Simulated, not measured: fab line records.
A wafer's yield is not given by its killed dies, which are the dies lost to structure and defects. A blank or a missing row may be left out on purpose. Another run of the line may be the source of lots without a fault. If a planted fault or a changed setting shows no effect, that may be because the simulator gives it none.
fab line records	flow n5-finfet
[record] lots = 7	wafers = 21
route steps=1938 shown MOL_CONTACT_COAG@523 BEOL_M0_CUTY@705 BEOL_M1@783 BEOL_M5@1160
start-h: start of the lot's first displayed wafer, in hours after the record's first day	wait-h: time in hours since the lot's previous step	" as in the row above	L1.1+2: a single row standing in for several wafers	- either no value or no given start	* or withheld: withheld	< > ~ a bound
route shown NAME@n: a module of which the file shows steps, and the number in the route of the first	usual: average and standard deviation across the fault-free wafers	same: alike in all rows	chamber/n: place in a boat	sites: readings site by site	_std_site: how widely they spread, as a standard deviation	_edge_site: inner sites' mean taken away from outer sites' mean	radius-mm: for every site, how far away it sits from the centre of the wafer	mask NAME#n: copy n	behind: the most recent tool/chamber to have shaped the wafer	hold: what put the lot on hold/how long, in hours/how the hold closed	device: the n, p or np transistor that did not switch	end of line: tests of these same wafers at the route's end	step lacking rows: just its recipe	killed: dies lost to structure and defects at the first sort, not the wafer's yield	map: per-die view of a wafer (x killed, . not killed, _ where there is no die)
set.NAME: the setting the step ran with; set.NAME@STEP: the setting that earlier step ran with	model.NAME: the simulator's own value behind a step, which no gauge read
lots whose settings were changed on purpose; a table a step, a row a wafer
[[steps]]
[step N5_MOL_CONTACT_COAG_EXPOSE_05]
[recipe] mask-id = CA	na = 0.33	source-shape = annular	sigma-inner = 0.4	sigma-outer = 0.8	polarization = unpolarized	defocus-nm = 0	dose-mj = 38.25
lot.wafer	tool	chamber	start-h	wait-h	mask	set.dose-mj
L074.1+4+6	euv-scanner-02	0	88.86	-	CA#0	38.25
L079.1+3	euv-scanner-02	0	122.37	-	CA#0	35.66
L079.2	"	0	"	"	CA#0	38.25
L080.1+3	euv-scanner-01	0	123.96	-	CA#0	37.24
L080.2	"	0	"	"	CA#0	38.25
L082.2+3+5	euv-scanner-01	0	135.30	-	CA#0	38.25
L085.1+3+4	euv-scanner-01	0	156.33	-	CA#0	38.25
L086.1	euv-scanner-01	0	163.79	-	CA#0	38.25
L086.5+6	"	0	"	"	CA#0	35.76
L089.4+6	euv-scanner-01	0	176.96	-	CA#0	37.36
L089.5	"	0	"	"	CA#0	38.25
[step N5_MOL_CONTACT_COAG_PEB_06]
[recipe] peb-temp-c = 100	peb-time-s = 60	resist = CAR-EUV
[step N5_MOL_CONTACT_COAG_DEVELOP_07]
[recipe] develop-time-s = 30	developer = TMAH	resist = CAR-EUV	rinse-liquid = surfactant-rinse	dry = air-spin	dev-temp-c = 23
[step N5_MOL_CONTACT_COAG_CD_MEAS_08]
[recipe] target-cd-nm = 28	landing-energy-ev = 500	detector = se-inlens	polarity = opening
[usual] cd-nm = 27.9/0.31
lot.wafer	tool	chamber	start-h	wait-h	set.dose-mj@MOL_CONTACT_COAG_EXPOSE_05	cd-nm
L074.1	cd-sem-02	0	88.98	-	38.25	28.1
L074.4	"	0	"	"	38.25	27.9
L074.6	"	0	"	"	38.25	28.3
L079.1	cd-sem-03	0	122.50	-	35.66	26.3
L079.2	"	0	"	"	38.25	28.6
L079.3	"	0	"	"	35.66	27.0
L080.1	cd-sem-03	0	124.09	-	37.24	27.4
L080.2	"	0	"	"	38.25	27.7
L080.3	"	0	"	"	37.24	27.2
L082.2	cd-sem-02	0	135.43	-	38.25	28.0
L082.3	"	0	"	"	38.25	28.0
L082.5	"	0	"	"	38.25	28.2
L085.1	cd-sem-03	0	156.46	-	38.25	27.9
L085.3	"	0	"	"	38.25	27.8
L085.4	"	0	"	"	38.25	27.8
L086.1	cd-sem-01	0	163.91	-	38.25	28.2
L086.5	"	0	"	"	35.76	26.4
L086.6	"	0	"	"	35.76	26.6
L089.4	cd-sem-02	0	177.08	-	37.36	27.2
L089.5	"	0	"	"	38.25	28.1
L089.6	"	0	"	"	37.36	27.5
[step N5_MOL_CONTACT_COAG_DESCUM_13]
[recipe] chemistry = O2	time-s = 7	source-power-w = 50	bias-power-w = 20	pressure-mtorr = 20	rf-frequency-hz = 2.712e+07	temp-c = 40	resist = CAR-EUV	o2-flow-sccm = 225
[step N5_MOL_CONTACT_COAG_ETCH_59]
[recipe] chemistry = N2/H2	target = underlayer	target-depth-a = 130	mask-material = CAR-EUV	time-s = 10.4	ion-energy-ev = 200	pressure-mtorr = 30	source-w = 840	bias-w = 150	n2-flow-sccm = 200	h2-flow-sccm = 200	ends = cleared
lot.wafer	tool	chamber	start-h	wait-h	set.dose-mj@MOL_CONTACT_COAG_EXPOSE_05	model.MOL_CONTACT_COAG.cd-offset-nm
L074.1+6	rie-diel-02	3,0	89.14	0.0	38.25	0
L074.4	"	2	"	"	38.25	-0.2
L079.1	rie-diel-02	1	122.66	0.0	35.66	-1.6
L079.2	"	2	"	"	38.25	0.2
L079.3	"	3	"	"	35.66	-1.2
L080.1	rie-diel-06	1	124.79	0.0	37.24	-0.4
L080.2	"	2	"	"	38.25	0
L080.3	"	0	"	"	37.24	-0.6
L082.2	rie-diel-02	3	135.77	0.0	38.25	0
L082.3	"	2	"	"	38.25	-0.2
L082.5	"	3	"	"	38.25	0.2
L085.1	rie-diel-06	0	156.63	0.0	38.25	-0.2
L085.3	"	2	"	"	38.25	0
L085.4	"	0	"	"	38.25	-0.4
L086.1	rie-diel-04	3	164.36	0.0	38.25	0.4
L086.5	"	2	"	"	35.76	-1.2
L086.6	"	1	"	"	35.76	-1.4
L089.4	rie-diel-02	2	177.23	0.0	37.36	-1
L089.5	"	0	"	"	38.25	-0.2
L089.6	"	3	"	"	37.36	-0.6
[step N5_MOL_CONTACT_COAG_ETCH_105]
[recipe] chemistry = CF4	target = SiARC	target-depth-a = 156	mask-material = CAR-EUV	time-s = 26	ion-energy-ev = 80	pressure-mtorr = 40	source-w = 545	bias-w = 36	Ar_flow_sccm = 100	cf4-flow-sccm = 100	ends = cleared
lot.wafer	tool	chamber	start-h	wait-h	set.dose-mj@MOL_CONTACT_COAG_EXPOSE_05	model.MOL_CONTACT_COAG.cd-offset-nm
L074.1+6	rie-diel-02	3,0	89.16	0.0	38.25	0
L074.4	"	2	"	"	38.25	-0.2
L079.1	rie-diel-02	1	122.68	0.0	35.66	-1.6
L079.2	"	2	"	"	38.25	0.2
L079.3	"	3	"	"	35.66	-1.4
L080.1	rie-diel-06	1	124.81	0.0	37.24	-0.6
L080.2	"	2	"	"	38.25	-0.2
L080.3	"	0	"	"	37.24	-0.8
L082.2+5	rie-diel-02	3	135.79	0.0	38.25	0
L082.3	"	2	"	"	38.25	-0.2
L085.1+3	rie-diel-06	0,2	156.65	0.0	38.25	-0.4
L085.4	"	0	"	"	38.25	-0.6
L086.1	rie-diel-04	3	164.38	0.0	38.25	0.4
L086.5	"	2	"	"	35.76	-1.2
L086.6	"	1	"	"	35.76	-1.6
L089.4	rie-diel-02	2	177.25	0.0	37.36	-0.8
L089.5	"	0	"	"	38.25	-0.2
L089.6	"	3	"	"	37.36	-0.6
[step N5_MOL_CONTACT_COAG_ETCH_106]
[recipe] chemistry = N2/H2	target = SOC	target-depth-a = 800	overetch-a = 160	mask-material = SiARC	temp-c = 40	time-s = 120	ion-energy-ev = 200	pressure-mtorr = 30	source-w = 840	bias-w = 150	n2-flow-sccm = 200	h2-flow-sccm = 200
lot.wafer	tool	chamber	start-h	wait-h	set.dose-mj@MOL_CONTACT_COAG_EXPOSE_05	model.MOL_CONTACT_COAG.cd-offset-nm
L074.1	rie-diel-02	3	89.19	0.0	38.25	0
L074.4	"	2	"	"	38.25	-0.2
L074.6	"	0	"	"	38.25	0.2
L079.1	rie-diel-02	1	122.70	0.0	35.66	-1.6
L079.2	"	2	"	"	38.25	0.4
L079.3	"	3	"	"	35.66	-1.8
L080.1	rie-diel-06	1	124.84	0.0	37.24	-0.8
L080.2	"	2	"	"	38.25	0
L080.3	"	0	"	"	37.24	-1
L082.2+5	rie-diel-02	3	135.82	0.0	38.25	-0.4
L082.3	"	2	"	"	38.25	-0.2
L085.1	rie-diel-06	0	156.68	0.0	38.25	-0.4
L085.3	"	2	"	"	38.25	-0.2
L085.4	"	0	"	"	38.25	-0.6
L086.1	rie-diel-04	3	164.41	0.0	38.25	0.6
L086.5	"	2	"	"	35.76	-1.2
L086.6	"	1	"	"	35.76	-1.8
L089.4+6	rie-diel-02	2,3	177.28	0.0	37.36	-0.8
L089.5	"	0	"	"	38.25	-0.2
[step N5_MOL_CONTACT_COAG_STRIP_107]
[recipe] chemistry = N2/H2	temp-c = 40	n2-flow-sccm = 200	h2-flow-sccm = 200	rf-frequency-hz = 6e+07
[step N5_MOL_CONTACT_COAG_STRIP_108]
[recipe] chemistry = N2/H2	temp-c = 40	n2-flow-sccm = 200	h2-flow-sccm = 200	rf-frequency-hz = 6e+07
[step N5_MOL_CONTACT_COAG_CONTACT_ETCH_14]
[recipe] chemistry = C4F6/O2	target = SiO2	target-depth-a = 275	overetch-a = 85	mask-material = SOC	pressure-mtorr = 30	source-w = 370	bias-w = 185	Ar_flow_sccm = 300	C4F6_flow_sccm = 16	O2_flow_sccm = 10	time-s = 20	ion-energy-ev = 259.6
lot.wafer	tool	chamber	start-h	wait-h	set.dose-mj@MOL_CONTACT_COAG_EXPOSE_05	model.MOL_CONTACT_COAG.cd-offset-nm
L074.1	rie-diel-02	3	89.29	0.0	38.25	0
L074.4	"	2	"	"	38.25	-0.2
L074.6	"	0	"	"	38.25	0.4
L079.1	rie-diel-02	1	122.80	0.0	35.66	-1.6
L079.2	"	2	"	"	38.25	0.2
L079.3	"	3	"	"	35.66	-2
L080.1	rie-diel-06	1	124.94	0.0	37.24	-0.8
L080.2	"	2	"	"	38.25	0
L080.3	"	0	"	"	37.24	-1
L082.2+3+5	rie-diel-02	3,2,3	135.92	0.0	38.25	-0.4
L085.1	rie-diel-06	0	156.78	0.0	38.25	-0.6
L085.3	"	2	"	"	38.25	-0.2
L085.4	"	0	"	"	38.25	-0.8
L086.1	rie-diel-04	3	164.51	0.0	38.25	0.6
L086.5	"	2	"	"	35.76	-1.4
L086.6	"	1	"	"	35.76	-1.8
L089.4+6	rie-diel-02	2,3	177.38	0.0	37.36	-0.8
L089.5	"	0	"	"	38.25	-0.2
[step N5_MOL_CONTACT_COAG_STRIP_109]
[recipe] chemistry = C4F6/O2	resist = SiARC	rf-frequency-hz = 6e+07
[step N5_MOL_CONTACT_COAG_ETCH_15]
[recipe] chemistry = CH3F/O2	target = SiNx	target-depth-a = 70	mask-material = SOC	stop-on = Si:P	over-etch-frac = 0.75	ion-energy-ev = 120	pressure-mtorr = 30	source-w = 395	bias-w = 73	Ar_flow_sccm = 150	CH3F_flow_sccm = 30	O2_flow_sccm = 20
lot.wafer	tool	chamber	start-h	wait-h	set.dose-mj@MOL_CONTACT_COAG_EXPOSE_05	model.MOL_CONTACT_COAG.cd-offset-nm
L074.1+4	rie-diel-02	3,2	89.33	0.0	38.25	-0.2
L074.6	"	0	"	"	38.25	0.4
L079.1+3	rie-diel-02	1,3	122.84	0.0	35.66	-1.8
L079.2	"	2	"	"	38.25	0.2
L080.1+3	rie-diel-06	1,0	124.97	0.0	37.24	-1
L080.2	"	2	"	"	38.25	0.2
L082.2+3+5	rie-diel-02	3,2,3	135.96	0.0	38.25	-0.4
L085.1	rie-diel-06	0	156.81	0.0	38.25	-0.6
L085.3	"	2	"	"	38.25	0
L085.4	"	0	"	"	38.25	-0.8
L086.1	rie-diel-04	3	164.54	0.0	38.25	0.6
L086.5	"	2	"	"	35.76	-1.4
L086.6	"	1	"	"	35.76	-1.8
L089.4	rie-diel-02	2	177.41	0.0	37.36	-1
L089.5	"	0	"	"	38.25	0
L089.6	"	3	"	"	37.36	-0.8
[step N5_MOL_CONTACT_COAG_ETCH_110]
[recipe] chemistry = CF4/O2	target = Si	target-depth-a = 25	time-s = 8	pressure-mtorr = 100	source-w = 200	bias-w = 12	ion-energy-ev = 60	Ar_flow_sccm = 100	cf4-flow-sccm = 100	O2_flow_sccm = 10
[step N5_MOL_CONTACT_COAG_STRIP_98]
[recipe] chemistry = N2/H2	power-w = 500	temp-c = 40	pressure-mtorr = 50	rf-frequency-hz = 6e+07	overash-fraction = 0.3	bias-power-w = 8	h2-frac = 0.5	n2-flow-sccm = 300	h2-flow-sccm = 300
[step N5_MOL_CONTACT_COAG_CD_MEAS_99]
[recipe] target-cd-nm = 17.2	polarity = opening
[usual] cd-nm = 17.0/0.45
lot.wafer	tool	chamber	start-h	wait-h	set.dose-mj@MOL_CONTACT_COAG_EXPOSE_05	cd-nm
L074.1	cd-sem-01	-	89.50	-	38.25	17.0
L074.4	"	-	"	"	38.25	17.4
L074.6	"	-	"	"	38.25	17.7
L079.1	cd-sem-03	-	123.02	-	35.66	15.5
L079.2	"	-	"	"	38.25	17.4
L079.3	"	-	"	"	35.66	15.3
L080.1	cd-sem-02	-	125.15	-	37.24	16.1
L080.2	"	-	"	"	38.25	17.4
L080.3	"	-	"	"	37.24	15.8
L082.2	cd-sem-03	-	136.14	-	38.25	17.1
L082.3	"	-	"	"	38.25	16.6
L082.5	"	-	"	"	38.25	16.8
L085.1	cd-sem-03	-	156.99	-	38.25	16.9
L085.3	"	-	"	"	38.25	17.4
L085.4	"	-	"	"	38.25	16.4
L086.1	cd-sem-03	-	164.72	-	38.25	18.1
L086.5	"	-	"	"	35.76	16.5
L086.6	"	-	"	"	35.76	16.0
L089.4	cd-sem-02	-	177.60	-	37.36	16.2
L089.5	"	-	"	"	38.25	17.1
L089.6	"	-	"	"	37.36	16.4
[step N5_MOL_CONTACT_COAG_ETCH_91]
[recipe] chemistry = N2/H2	target = SOC	target-depth-a = 600	overetch-a = 210	mask-material = SiARC	temp-c = 40	time-s = 101.2	ion-energy-ev = 200	pressure-mtorr = 30	source-w = 840	bias-w = 150	n2-flow-sccm = 200	h2-flow-sccm = 200
lot.wafer	tool	chamber	start-h	wait-h	set.time-s	model.SiARC_of_MOL_CONTACT_COAG_COAT_76.thk-nm
L074.1+4+6	rie-diel-02	0,0,1	100.50	0.0	101.2	6
L079.1	rie-diel-04	1	132.75	0.0	85.94	6.6
L079.2	"	3	"	"	101.2	5.8
L079.3	"	2	"	"	85.94	6.4
L080.1+2	rie-diel-04	2,3	136.13	0.0	101.2	5.8
L080.3	"	1	"	"	101.2	6
L082.2+3+5	rie-diel-06	2,0,1	145.05	0.0	101.2	6
L085.1+4	rie-diel-04	3	167.11	0.0	101.2	5.8
L085.3	"	0	"	"	101.2	6
L086.1	rie-diel-02	0	176.17	0.0	101.2	6
L086.5	"	1	"	"	119.4	5.4
L086.6	"	2	"	"	101.2	5.8
L089.4	rie-diel-06	0	186.47	0.0	107.3	5.6
L089.5	"	1	"	"	101.2	6
L089.6	"	2	"	"	107.3	5.8
[step N5_BEOL_M0_CUTY_EXPOSE_54]
[recipe] mask-id = M0_ABLK	na = 1.35	source-shape = conventional	sigma-outer = 0.8	polarization = unpolarized	dose-mj = 36
lot.wafer	tool	chamber	start-h	wait-h	mask	set.dose-mj
L074.1+4+6	arfi-scanner-01	0	117.26	-	M0_ABLK#0	36
L079.1	arfi-scanner-03	0	146.87	-	M0_ABLK#0	33.51
L079.2+3	"	0	"	"	M0_ABLK#0	36
L080.1+2	arfi-scanner-01	0	149.33	-	M0_ABLK#0	36
L080.3	"	0	"	"	M0_ABLK#0	33.72
L082.2+5	arfi-scanner-03	0	157.32	-	M0_ABLK#0	36
L082.3	"	0	"	"	M0_ABLK#0	33.9
L085.1+3+4	arfi-scanner-01	0	181.75	-	M0_ABLK#0	36
L086.1+6	arfi-scanner-02	0	192.71	-	M0_ABLK#0	34.28
L086.5	"	0	"	"	M0_ABLK#0	36
L089.4+5+6	arfi-scanner-03	0	202.82	-	M0_ABLK#0	36
[step N5_BEOL_M0_CUTY_PEB_55]
[recipe] peb-temp-c = 110	peb-time-s = 60	resist = CAR-ArF-block
[step N5_BEOL_M0_CUTY_DEVELOP_56]
[recipe] develop-time-s = 30	developer = TMAH	resist = CAR-ArF-block	rinse-liquid = diw	dry = air-spin	dev-temp-c = 23
[step N5_BEOL_M0_CUTY_CD_MEAS_57]
[recipe] target-cd-nm = 200	landing-energy-ev = 500	detector = se-inlens	polarity = line
[usual] cd-nm = 199.7/1.2
lot.wafer	tool	chamber	start-h	wait-h	set.dose-mj@BEOL_M0_CUTY_EXPOSE_54	cd-nm
L074.1	cd-sem-02	0	117.39	-	36	199.0
L074.4	"	0	"	"	36	199.3
L074.6	"	0	"	"	36	199.5
L079.1	cd-sem-01	0	147.00	-	33.51	204.8
L079.2	"	0	"	"	36	200.7
L079.3	"	0	"	"	36	199.7
L080.1	cd-sem-03	0	149.45	-	36	201.9
L080.2	"	0	"	"	36	200.9
L080.3	"	0	"	"	33.72	205.2
L082.2	cd-sem-03	0	157.44	-	36	200.1
L082.3	"	0	"	"	33.9	204.5
L082.5	"	0	"	"	36	201.6
L085.1	cd-sem-02	0	181.88	-	36	199.9
L085.3	"	0	"	"	36	200.1
L085.4	"	0	"	"	36	200.3
L086.1	cd-sem-02	0	192.83	-	34.28	201.5
L086.5	"	0	"	"	36	199.9
L086.6	"	0	"	"	34.28	202.3
L089.4	cd-sem-01	0	202.93	-	36	200.5
L089.5	"	0	"	"	36	198.0
L089.6	"	0	"	"	36	198.6
[step N5_BEOL_M0_CUTY_DESCUM_61]
[recipe] chemistry = O2	time-s = 7.9	source-power-w = 50	bias-power-w = 20	pressure-mtorr = 20	rf-frequency-hz = 2.712e+07	temp-c = 40	resist = CAR-ArF-block	o2-flow-sccm = 225
lot.wafer	tool	chamber	start-h	wait-h	set.time-s	model.CAR-ArF-block_of_BEOL_M0_CUTY_COAT_51.thk-nm
L074.1	rie-diel-02	1	117.57	0.1	7.9	143.4
L074.4	"	3	"	"	7.9	143
L074.6	"	0	"	"	7.9	143.2
L079.1	rie-diel-02	3	147.08	0.0	7.081	143.8
L079.2	"	2	"	"	7.9	143.6
L079.3	"	0	"	"	7.9	143.4
L080.1	rie-diel-04	1	149.54	0.0	7.9	143.6
L080.2	"	3	"	"	6.457	144.2
L080.3	"	0	"	"	6.457	144.4
L082.2	rie-diel-02	3	157.53	0.0	7.9	143.8
L082.3	"	0	"	"	9.571	143
L082.5	"	2	"	"	9.571	142.8
L085.1	rie-diel-06	2	182.06	0.1	9.098	142.6
L085.3	"	1	"	"	9.098	143
L085.4	"	1	"	"	7.9	143.8
L086.1	rie-diel-02	3	192.92	0.0	7.9	143.8
L086.5+6	"	3,0	"	"	7.9	144
L089.4	rie-diel-06	0	203.01	0.0	7.243	144.2
L089.5	"	0	"	"	7.9	143.8
L089.6	"	3	"	"	7.9	144
[step N5_BEOL_M1_EXPOSE_25]
[recipe] mask-id = V0	na = 0.33	source-shape = quasar	sigma-inner = 0.2	sigma-outer = 0.8	polarization = unpolarized	defocus-nm = 5	target-cd-nm = 24	dose-mj = 63
lot.wafer	tool	chamber	start-h	wait-h	mask	set.dose-mj
L074.1+4+6	euv-scanner-02	0	125.53	-	V0#0	63
L079.1+2	euv-scanner-02	0	155.67	-	V0#0	63
L079.3	"	0	"	"	V0#0	65.28
L080.1+3	euv-scanner-02	0	160.25	-	V0#0	61.64
L080.2	"	0	"	"	V0#0	63
L082.2	euv-scanner-01	0	170.71	-	V0#0	65.99
L082.3+5	"	0	"	"	V0#0	63
L085.1+4	euv-scanner-01	0	195.73	-	V0#0	63
L085.3	"	0	"	"	V0#0	60.32
L086.1+5	euv-scanner-02	0	200.61	-	V0#0	63
L086.6	"	0	"	"	V0#0	61.47
L089.4+6	euv-scanner-02	0	211.85	-	V0#0	63
L089.5	"	0	"	"	V0#0	66.19
[step N5_BEOL_M1_PEB_26]
[recipe] peb-temp-c = 100	peb-time-s = 60	resist = CAR-EUV
[step N5_BEOL_M1_DEVELOP_27]
[recipe] develop-time-s = 30	developer = TMAH	resist = CAR-EUV	rinse-liquid = surfactant-rinse	dry = air-spin	dev-temp-c = 23
[step N5_BEOL_M1_CD_MEAS_28]
[recipe] landing-energy-ev = 500	detector = se-inlens	target-cd-y-nm = 23.3
[usual] cd-nm = 23.87/0.27
lot.wafer	tool	chamber	start-h	wait-h	set.dose-mj@BEOL_M1_EXPOSE_25	cd-nm
L074.1	cd-sem-02	0	125.68	-	63	24.21
L074.4	"	0	"	"	63	24.06
L074.6	"	0	"	"	63	23.91
L079.1	cd-sem-01	0	155.82	-	63	23.76
L079.2	"	0	"	"	63	23.98
L079.3	"	0	"	"	65.28	24.74
L080.1	cd-sem-03	0	160.40	-	61.64	23.11
L080.2	"	0	"	"	63	23.60
L080.3	"	0	"	"	61.64	23.33
L082.2	cd-sem-01	0	170.85	-	65.99	24.78
L082.3	"	0	"	"	63	23.95
L082.5	"	0	"	"	63	23.75
L085.1	cd-sem-03	0	195.87	-	63	24.10
L085.3	"	0	"	"	60.32	22.88
L085.4	"	0	"	"	63	24.18
L086.1	cd-sem-03	0	200.76	-	63	23.51
L086.5	"	0	"	"	63	23.80
L086.6	"	0	"	"	61.47	23.49
L089.4	cd-sem-01	0	211.97	-	63	23.78
L089.5	"	0	"	"	66.19	24.64
L089.6	"	0	"	"	63	23.83
[step N5_BEOL_M5_TRENCH_ETCH_37]
[recipe] chemistry = C4F6/O2	target-depth-a = 716.52	target = SiCOH_lowk	time-s = 24.7	ion-energy-ev = 250	pressure-mtorr = 30	source-w = 345	bias-w = 185	Ar_flow_sccm = 300	C4F6_flow_sccm = 10	O2_flow_sccm = 10
lot.wafer	tool	chamber	start-h	wait-h	set.time-s	model.BEOL_M5.feature-depth-nm	model.etch.depth-nm
L074.1	rie-diel-05	3	-	-	24.7	68.2	68.13
L074.4	"	1	"	"	24.7	66.6	66.59
L074.6	"	1	"	"	24.7	66.6	66.6
L079.1	rie-diel-03	3	-	-	24.7	71.2	71.17
L079.2	"	2	"	"	24.7	70	70.06
L079.3	"	1	"	"	24.7	71.4	71.42
L080.1	rie-diel-01	1	-	-	19.6	55.6	55.64
L080.2	"	0	"	"	19.6	59.6	59.69
L080.3	"	2	"	"	19.6	56.8	56.73
L082.2	rie-diel-01	1	-	-	24.7	69.8	69.83
L082.3	"	0	"	"	28.94	88.2	88.29
L082.5	"	1	"	"	28.94	81.6	81.69
L085.1	rie-diel-03	3	-	-	24.7	71.2	71.15
L085.3	"	0	"	"	22.89	68.2	68.17
L085.4	"	2	"	"	22.89	66	65.96
L086.1	rie-diel-05	0	-	-	24.7	68.8	68.8
L086.5	"	3	"	"	20.54	58.4	58.34
L086.6	"	2	"	"	20.54	59.6	59.69
L089.4	rie-diel-01	2	-	-	20.48	60.4	60.31
L089.5	"	2	"	"	24.7	72.6	72.63
L089.6	"	1	"	"	24.7	70.8	70.77
[[key]]
[split] step = N5_MOL_CONTACT_COAG_EXPOSE_05	setting = dose-mj	stated = 38.25	by = wafer
[response] step = N5_MOL_CONTACT_COAG_CD_MEAS_08	reading = cd-nm	change = +0.271	per = 1%	r = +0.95
[response] step = N5_MOL_CONTACT_COAG_ETCH_59	reading = model.MOL_CONTACT_COAG.cd-offset-nm	change = +0.245	per = 1%	r = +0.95
[response] step = N5_MOL_CONTACT_COAG_ETCH_105	reading = model.MOL_CONTACT_COAG.cd-offset-nm	change = +0.256	per = 1%	r = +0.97
[response] step = N5_MOL_CONTACT_COAG_ETCH_106	reading = model.MOL_CONTACT_COAG.cd-offset-nm	change = +0.315	per = 1%	r = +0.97
[response] step = N5_MOL_CONTACT_COAG_CONTACT_ETCH_14	reading = model.MOL_CONTACT_COAG.cd-offset-nm	change = +0.314	per = 1%	r = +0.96
[response] step = N5_MOL_CONTACT_COAG_ETCH_15	reading = model.MOL_CONTACT_COAG.cd-offset-nm	change = +0.329	per = 1%	r = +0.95
[response] step = N5_MOL_CONTACT_COAG_CD_MEAS_99	reading = cd-nm	change = +0.308	per = 1%	r = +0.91
[split] step = N5_MOL_CONTACT_COAG_ETCH_91	setting = time-s	stated = 101.2	by = wafer
[response] step = N5_MOL_CONTACT_COAG_ETCH_91	reading = model.SiARC_of_MOL_CONTACT_COAG_COAT_76.thk-nm	change = -0.0364	per = 1%	r = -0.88
[split] step = N5_BEOL_M0_CUTY_EXPOSE_54	setting = dose-mj	stated = 36	by = wafer
[response] step = N5_BEOL_M0_CUTY_CD_MEAS_57	reading = cd-nm	change = -0.599	per = 1%	r = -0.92
[split] step = N5_BEOL_M0_CUTY_DESCUM_61	setting = time-s	stated = 7.9	by = wafer
[response] step = N5_BEOL_M0_CUTY_DESCUM_61	reading = model.CAR-ArF-block_of_BEOL_M0_CUTY_COAT_51.thk-nm	change = -0.0443	per = 1%	r = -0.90
[split] step = N5_BEOL_M1_EXPOSE_25	setting = dose-mj	stated = 63	by = wafer
[response] step = N5_BEOL_M1_CD_MEAS_28	reading = cd-nm	change = +0.205	per = 1%	r = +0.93
[split] step = N5_BEOL_M5_TRENCH_ETCH_37	setting = time-s	stated = 24.7	by = wafer
[response] step = N5_BEOL_M5_TRENCH_ETCH_37	reading = model.BEOL_M5.feature-depth-nm	change = +0.701	per = 1%	r = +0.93
[response] step = N5_BEOL_M5_TRENCH_ETCH_37	reading = model.etch.depth-nm	change = +0.703	per = 1%	r = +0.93
